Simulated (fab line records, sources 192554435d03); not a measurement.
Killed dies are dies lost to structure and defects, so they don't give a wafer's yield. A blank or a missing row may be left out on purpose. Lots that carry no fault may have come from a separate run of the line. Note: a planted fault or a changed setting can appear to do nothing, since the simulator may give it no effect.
The tool behind it: which one? -- flow n5-finfet -- 29 wafers from 10 lots sampled at 3 of the route's 1938 steps

## WHAT EACH GAUGE READ, for each wafer
N5_BEOL_M13_THK_MEAS_01.
lot,measured,on,M13_ILD_THK (nm)
L330,day 13 19:04,film-metro-02,839 838 842
L336,day 14 21:28,film-metro-02,836 849 845
L337,day 15 03:33,film-metro-01,838 829 849
L335,day 15 12:19,film-metro-01,836 834 849
L339,day 15 15:37,film-metro-02,839 829 842
L341,day 16 05:16,film-metro-01,655 654
L342,day 16 10:28,film-metro-01,648 848 840
L349,day 18 14:02,film-metro-01,830 833 845
L353,day 19 09:09,film-metro-01,824 823 831
L352,day 19 09:47,film-metro-02,826 830 839

## EACH LOT AND THE TOOL THAT RAN IT (in order: tool; ch and the chambers of the sampled wafers; start)
lot,N5_BEOL_M12_DEGAS_41,N5_BEOL_M13_ILD_DEP_00
L330,"pvd-sputter-01, day 13 17:37","pecvd-02 ch 0,1,2, day 13 18:55"
L336,"pvd-sputter-01, day 14 20:01","pecvd-02 ch 0,2, day 14 21:18"
L337,"pvd-sputter-02, day 15 00:34","pecvd-04 ch 1,2, day 15 03:24"
L335,"pvd-sputter-03, day 15 10:52","pecvd-02 ch 0,1, day 15 12:09"
L339,"pvd-sputter-01, day 15 14:10","pecvd-04 ch 0,1, day 15 15:28"
L341,"pvd-sputter-01, day 16 03:49","pecvd-04 ch 1,2, day 16 05:07"
L342,"pvd-sputter-03, day 16 09:01","pecvd-04 ch 0,2, day 16 10:19"
L349,"pvd-sputter-01, day 18 12:35","pecvd-02 ch 0,1,2, day 18 13:53"
L353,"pvd-sputter-01, day 19 07:43","pecvd-02 ch 1,2, day 19 09:00"
L352,"pvd-sputter-03, day 19 08:22","pecvd-02 ch 0,1,2, day 19 09:38"
- N5_BEOL_M12_DEGAS_41: time 60 s.
- N5_BEOL_M13_ILD_DEP_00: deposits SiOC from DEMS/O2, target thk 837.92 nm, time 166.4 s.

## THE ANSWER, worked out from the rows above alone
Rule: what is usual is taken from the lots themselves. The widest of any qualifying gaps counts: lots, ordered by their means at a reading, are off when they make up no more than a third of the lots, leave a main group of 4 or more, and stand apart from it by 3 or more times the standard deviation of that group's means. A main group whose means are all the same, to the digits that the tables above print for the reading, isn't used. A lot without any number at a reading at which 4 lots or more have one is off too. All remaining lots with rows at the step are treated as sound.
Off: L341, L342, seen at N5_BEOL_M13_THK_MEAS_01 (M13_ILD_THK). Main group: mean 836 nm, sd 5.1.
If a tool, at a process step before that reading, ran all the lots that are off and no sound lot after the first of them, it fits. Gauges at N5_BEOL_M13_THK_MEAS_01: tried the same way as those tools. One fits: pecvd-04 at N5_BEOL_M13_ILD_DEP_00. A fault onset in the window from L339 (day 15 15:28, its last sound lot) to L341 (day 16 05:07, its first lot off) fits.

## WHAT THE SIMULATOR PUT IN
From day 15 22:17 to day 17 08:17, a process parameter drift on pecvd-04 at N5_BEOL_M13_ILD_DEP_00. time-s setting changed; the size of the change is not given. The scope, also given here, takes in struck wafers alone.
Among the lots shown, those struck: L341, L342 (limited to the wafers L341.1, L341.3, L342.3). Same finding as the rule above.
